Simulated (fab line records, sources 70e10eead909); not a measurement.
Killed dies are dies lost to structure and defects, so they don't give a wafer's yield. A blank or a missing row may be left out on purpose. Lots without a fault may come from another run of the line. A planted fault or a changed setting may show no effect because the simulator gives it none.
Chamber matching | flow nand_harc | NHARC_A_SLIT_ETCH_24 on rie_diel-05: 4 sister chambers
The step etches the open film in CF4/CHF3, target depth 121 nm, time 60.5 s. 4 wafers are shown with their chamber, then 6 later ones without.

WAFERS WITH THEIR CHAMBER
wafer  | chamber | drypump_motor_current_A (A)
L525.1 | 0       | 5.7
L525.3 | 3       | 6.2
L531.1 | 1       | 5.3
L531.6 | 2       | 5.7

WAFERS WITHOUT THEIR CHAMBER
wafer  | drypump_motor_current_A (A)
L537.2 | 5.2
L537.4 | 5.7
L537.5 | 5.2
L539.3 | 5.7
L539.4 | 5.7
L539.6 | 6.2

WHICH CHAMBER EACH WENT THROUGH
wafer  | from the rows above     | in truth
L537.2 | 1                       | 1
L537.4 | can't be placed: 0 or 2 | 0
L537.5 | 1                       | 1
L539.3 | can't be placed: 0 or 2 | 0
L539.4 | can't be placed: 0 or 2 | 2
L539.6 | 3                       | 3
Placed correctly: 3 of 6. Can't be placed from these rows: 3 (the true chamber is among the candidates in 3). Placed wrongly: 0.
How it was worked out, from the rows above alone: a wafer's distance from a chamber is the root of the sum, over the readings, of the square of ((its reading less the chamber's mean) divided by the reading's scatter). The wafer belongs to the nearest chamber; if the next one is less than 2 further off, it can't be placed. A chamber's mean is the mean of its shown wafers. The scatter: with one shown wafer a chamber, the root of the mean of the squares of how far each hidden wafer lies from its nearest shown one.
